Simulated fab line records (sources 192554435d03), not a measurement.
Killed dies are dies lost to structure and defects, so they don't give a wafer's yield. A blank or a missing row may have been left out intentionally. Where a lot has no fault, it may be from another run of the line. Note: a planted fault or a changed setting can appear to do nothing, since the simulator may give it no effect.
Comparing a struck lot with a sound one    flow n5-finfet    33 steps out of a route of 1938
Sound: wafers L815.3, L815.4, L815.6. Struck: wafers L811.3, L811.4, L811.6. The cause comes at the end.
At each step with rows: each side's tool, then ch and its chambers, then its first start. Under that, the readings that differ: sound wafers    struck wafers    difference of the means    sigmas: that difference in standard deviations of wafers without a fault.
alike: a reading whose means differ by less than 2 such deviations, as well as words and numbers matching on both sides. not compared: withheld readings; readings where some wafer has no value; bounds like >300 that might hide an equal value; numbers whose values overlap and for which the record gives no deviation.
A row with sigmas, a row that says differs or no value, or rows on one side alone: a step with any of these is where the two part. Numbers that don't overlap but have no deviation are shown without sigmas and don't part them. A reading that every wafer of one side lacks parts them only if that side has two wafers or more.

first, 10 steps without rows for these wafers: N5_BEOL_M11_HM_STRIP_39 (strips TiN in peroxide tin strip, target depth 25 nm, time 158 s); N5_BEOL_M11_SRD_40 (time 30 s); N5_BEOL_M11_PRECLEAN_42 (cleans in residue remover, time 60 s); N5_BEOL_M11_SRD_43 (time 30 s); N5_BEOL_M11_CURE_72 (cures SiCOH lowk, time 120 s); N5_BEOL_M11_DEGAS_44 (time 60 s); N5_BEOL_M11_PRE_CLEAN_45 (time 30 s); N5_BEOL_M11_ALD_74 (deposits TaN, target thk 2 nm, pulse time 2 s, purge time 3 s); N5_BEOL_M11_SURFACE_TREAT_76; N5_BEOL_M11_CVD_75 (deposits Co from CCTBA/H2, target thk 2 nm, time 138.9 s).
N5_BEOL_M11_SPUTTER_48: material Cu, target thk 12 nm, time 2 s.
  sound: pvd-sputter-01 at day 15 14:11; struck: pvd-sputter-03 at day 13 17:40
  alike: throttle-valve-pct
then, 21 steps without rows for these wafers: N5_BEOL_M11_ECD_50 (material Cu, target thk 318 nm); N5_BEOL_M11_ANNEAL_51 (time 90 s); N5_BEOL_M11_CMP_52 (polishes, stops on SiCOH lowk, t overpolish 7 s, target thk 140 nm); N5_BEOL_M11_PRE_CLEAN_55 (time 15 s); N5_BEOL_M11_DEP_56 (deposits SiCN from 3MS/NH3, target thk 30 nm, time 10.5 s); N5_BEOL_M12_ILD_DEP_00 (deposits SiOC from DEMS/O2, target thk 658.92 nm, time 130.7 s); N5_BEOL_M12_COAT_58 (time 60 s, resist thk 89 nm); N5_BEOL_M12_COAT_04 (resist thk 400 nm); N5_BEOL_M12_EBR_06; N5_BEOL_M12_SOFTBAKE_05 (time 60 s); N5_BEOL_M12_EXPOSE_07 (exposes mask V11); N5_BEOL_M12_PEB_08 (peb time 90 s); N5_BEOL_M12_DEVELOP_09 (develop time 45 s); N5_BEOL_M12_HARDBAKE_14 (time 120 s); N5_BEOL_M12_DESCUM_15 (chemistry O2, time 7.9 s); N5_BEOL_M12_ETCH_59 (etches BARC in N2/H2, target depth 89 nm, overetch 26.7 nm, time 67.9 s); N5_BEOL_M12_VIA_ETCH_16 (etches SiOC in C4F8/O2/Ar, target depth 724.8 nm); N5_BEOL_M12_STRIP_63 (strips in N2/H2); N5_BEOL_M12_STRIP_64 (strips in N2/H2); N5_BEOL_M12_STRIP_71 (strips in post etch residue remover, time 60 s); N5_BEOL_M12_SRD_72 (time 30 s, dry time 30 s).
N5_PASSIVATION_PROBE_49:
  sound: prober-02 at day 17 07:53; struck: prober-02 at day 15 15:07
reading                   sound           struck          difference  sigmas
defect-limited-yield (%)  91.8 93.6 91.9  84.5 87.3 87.1  -6.1        -4
killed_at_M4_up           20 13 19        110 68 79       +68         +12
killed-dies               97 75 96        183 150 152     +72         +5
killed-on-rim             11 9 10         29 31 28        +19         +5
sort_bin_5_function (%)   4.3 3.4 4.4     10.1 7.8 8.1    +4.6        +5
sort-n-pass               1083 1105 1084  997 1030 1028   -72         -5
sort-yield-pct (%)        91.8 93.6 91.9  84.5 87.3 87.1  -6.1        -4
  alike: killed_at_M0_to_M3, killed-at-contacts, killed-at-front-end, killed-at-other, killed-open, killed-short, sort_bin_6_memory

WHERE THEY PART
At N5_PASSIVATION_PROBE_49 and nowhere else, as far as this record goes.

WHY: the cause the simulator had injected
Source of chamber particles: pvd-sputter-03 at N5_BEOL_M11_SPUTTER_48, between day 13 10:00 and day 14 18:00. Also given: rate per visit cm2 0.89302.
